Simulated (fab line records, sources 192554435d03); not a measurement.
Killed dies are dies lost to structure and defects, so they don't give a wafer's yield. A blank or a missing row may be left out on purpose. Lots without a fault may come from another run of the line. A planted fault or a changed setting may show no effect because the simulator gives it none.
Which tool did it? | flow n5_finfet | 9 lots, 26 wafers sampled, at 5 steps of a route of 1938

WHAT THE GAUGES READ, wafer by wafer
N5_BEOL_M13_THK_MEAS_01.
lot  | measured     | on            | M13_ILD_THK (nm)
L684 | day 10 04:56 | film_metro-01 | 839 838 843
L687 | day 11 07:34 | film_metro-01 | 838 837 850
L690 | day 12 06:19 | film_metro-02 | 828 847 832
L694 | day 13 08:01 | film_metro-02 | 842 831 833
L697 | day 13 18:38 | film_metro-01 | 830 749
L699 | day 14 14:46 | film_metro-02 | 834 760 841
L707 | day 16 02:44 | film_metro-01 | 841 829 844
L704 | day 16 08:12 | film_metro-01 | 838 844 860
L703 | day 16 09:28 | film_metro-02 | 825 854 859

WHICH TOOL RAN EACH LOT (tool, then ch and the chambers of the sampled wafers, then the start)
lot  | N5_BEOL_M12_DESCUM_33              | N5_BEOL_M12_DEGAS_41         | N5_BEOL_M12_SPUTTER_45       | N5_BEOL_M13_ILD_DEP_00
L684 | rie_diel-03 ch 0,1,3, day 9 23:19  | pvd_sputter-01, day 10 02:59 | pvd_sputter-01, day 10 03:14 | pecvd-02 ch 0,1,2, day 10 04:51
L687 | rie_diel-03 ch 1,2,3, day 11 04:48 | pvd_sputter-01, day 11 06:08 | pvd_sputter-01, day 11 06:22 | pecvd-02 ch 0,1,2, day 11 07:25
L690 | rie_diel-05 ch 2,3, day 11 21:11   | pvd_sputter-02, day 12 04:50 | pvd_sputter-02, day 12 05:04 | pecvd-04 ch 1,2, day 12 06:07
L694 | rie_diel-03 ch 2,3, day 13 04:35   | pvd_sputter-03, day 13 06:11 | pvd_sputter-03, day 13 06:26 | pecvd-04 ch 0,1,2, day 13 07:55
L697 | rie_diel-03 ch 0,1, day 13 13:46   | pvd_sputter-01, day 13 17:11 | pvd_sputter-01, day 13 17:26 | pecvd-02 ch 0,2, day 13 18:29
L699 | rie_diel-05 ch 0,1,3, day 14 08:55 | pvd_sputter-02, day 14 13:16 | pvd_sputter-02, day 14 13:30 | pecvd-02 ch 0,1,2, day 14 14:37
L707 | rie_diel-04 ch 0,1,2, day 15 23:59 | pvd_sputter-02, day 16 01:17 | pvd_sputter-02, day 16 01:32 | pecvd-01 ch 0,1, day 16 02:34
L704 | rie_diel-03 ch 1,2,3, day 16 04:56 | pvd_sputter-03, day 16 06:46 | pvd_sputter-03, day 16 07:01 | pecvd-04 ch 0,1,2, day 16 08:03
L703 | rie_diel-04 ch 0,1,3, day 16 05:38 | pvd_sputter-03, day 16 08:02 | pvd_sputter-03, day 16 08:16 | pecvd-04 ch 1,2, day 16 09:19
- N5_BEOL_M12_DESCUM_33: chemistry O2, time 7.9 s.
- N5_BEOL_M12_DEGAS_41: time 60 s.
- N5_BEOL_M12_SPUTTER_45: material Cu, target thk 80 nm, time 13.33 s.
- N5_BEOL_M13_ILD_DEP_00: deposits SiOC from DEMS/O2, target thk 837.92 nm, time 166.4 s.

WHAT THE TOOLS THEMSELVES READ (means of the sampled wafers that have a number; where no wafer has one, the mark that the record gives instead)
N5_BEOL_M12_DESCUM_33.
lot  | tool        | bias_power_w (W) | drypump_motor_current_A (A) | oes_product_au (a.u.) | rf_vpp_V (V) | showerhead_plenum_p_Torr (Torr) | temp_c (C) | throttle_valve_pct (%)
L684 | rie_diel-03 | 19.99            | 5.6                         | 0.71                  | 242.6        | 2.08                            | 40.01      | 20.53
L687 | rie_diel-03 | 19.98            | 5.6                         | 0.76                  | 242.4        | 2.09                            | 40.00      | 20.35
L690 | rie_diel-05 | 19.99            | 5.6                         | 0.81                  | 242.9        | 2.09                            | 40.04      | 20.40
L694 | rie_diel-03 | 19.99            | 5.6                         | 0.75                  | 242.8        | 2.12                            | 40.03      | 20.62
L697 | rie_diel-03 | 20.09            | 5.5                         | 0.82                  | 243.0        | 2.06                            | 39.99      | 20.24
L699 | rie_diel-05 | 19.96            | 5.6                         | 0.75                  | 243.7        | 2.13                            | 39.96      | 20.39
L707 | rie_diel-04 | 20.01            | 6.2                         | 0.83                  | 242.5        | 2.11                            | 39.97      | 20.53
L704 | rie_diel-03 | 19.97            | 5.6                         | 0.72                  | 242.4        | 2.08                            | 40.08      | 20.41
L703 | rie_diel-04 | 19.96            | 6.3                         | 0.83                  | 243.1        | 2.11                            | 40.07      | 20.51

N5_BEOL_M12_DEGAS_41.
lot  | tool           | heater_power_w (W) | susceptor_temp_C (C)
L684 | pvd_sputter-01 | 344                | 249.90
L687 | pvd_sputter-01 | 340                | 249.90
L690 | pvd_sputter-02 | 376                | 249.95
L694 | pvd_sputter-03 | 339                | 249.93
L697 | pvd_sputter-01 | 342                | 250.19
L699 | pvd_sputter-02 | 357                | 249.91
L707 | pvd_sputter-02 | 371                | 249.83
L704 | pvd_sputter-03 | 343                | 249.72
L703 | pvd_sputter-03 | 323                | 250.07

N5_BEOL_M12_SPUTTER_45.
lot  | tool           | susceptor_temp_C (C) | throttle_valve_pct (%)
L684 | pvd_sputter-01 | -20.06               | 31.4
L687 | pvd_sputter-01 | -20.01               | 30.1
L690 | pvd_sputter-02 | -20.03               | 29.3
L694 | pvd_sputter-03 | -20.09               | 30.6
L697 | pvd_sputter-01 | -20.08               | 31.1
L699 | pvd_sputter-02 | -19.89               | 29.5
L707 | pvd_sputter-02 | -20.04               | 29.4
L704 | pvd_sputter-03 | -19.85               | 30.3
L703 | pvd_sputter-03 | -19.93               | 29.7

N5_BEOL_M13_ILD_DEP_00.
lot  | tool     | heater_power_w (W) | showerhead_plenum_p_Torr (Torr) | susceptor_temp_C (C) | throttle_valve_pct (%)
L684 | pecvd-02 | 402                | 5.685                           | 350.19               | 12.6
L687 | pecvd-02 | 403                | 5.684                           | 350.21               | 12.7
L690 | pecvd-04 | 423                | 5.698                           | 349.73               | 11.6
L694 | pecvd-04 | 466                | 5.699                           | 350.11               | 12.4
L697 | pecvd-02 | 464                | 5.671                           | 350.10               | 12.7
L699 | pecvd-02 | 367                | 5.687                           | 349.98               | 12.7
L707 | pecvd-01 | 439                | 5.701                           | 350.06               | 12.7
L704 | pecvd-04 | 461                | 5.703                           | 349.77               | 12.4
L703 | pecvd-04 | 483                | 5.684                           | 350.02               | 11.8

THE ANSWER, worked out from the rows above alone
Rule: what is usual is taken from the lots themselves. Put in order of their means at a reading, lots are off if they are a third of the lots or fewer, leave a main group of 4 or more, and stand apart from it by a gap of 3 or more times the standard deviation of the main group's means; of several such gaps the widest counts. A main group whose means are all the same, to the digits that the tables above print for the reading, isn't used. A lot without any number at a reading at which 4 lots or more have one is off too. The other lots that the step has rows for count as sound. The gauges are gone through in route order, then the tools' own readings, and for those a lot's mean is taken as printed above. The first step at which some lot is off is used, and at that step the reading that is off furthest; a lot without a number counts as furthest.
Off: L697, L699, at N5_BEOL_M13_THK_MEAS_01 (M13_ILD_THK). The main group: mean 841 nm, standard deviation 4.4.
A tool fits if, at a process step before that reading, it ran every lot that is off, and no sound lot after the first of them. The gauges at N5_BEOL_M13_THK_MEAS_01 are tried like those tools. One fits: pecvd-02 at N5_BEOL_M13_ILD_DEP_00. Its last sound lot is L687 (day 11 07:25), its first lot that is off L697 (day 13 18:29): a fault that began between those two fits.

WHAT THE SIMULATOR HAD PUT IN
Process parameter drift: pecvd-02, from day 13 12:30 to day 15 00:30, at N5_BEOL_M13_ILD_DEP_00. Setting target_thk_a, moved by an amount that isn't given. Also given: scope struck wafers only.
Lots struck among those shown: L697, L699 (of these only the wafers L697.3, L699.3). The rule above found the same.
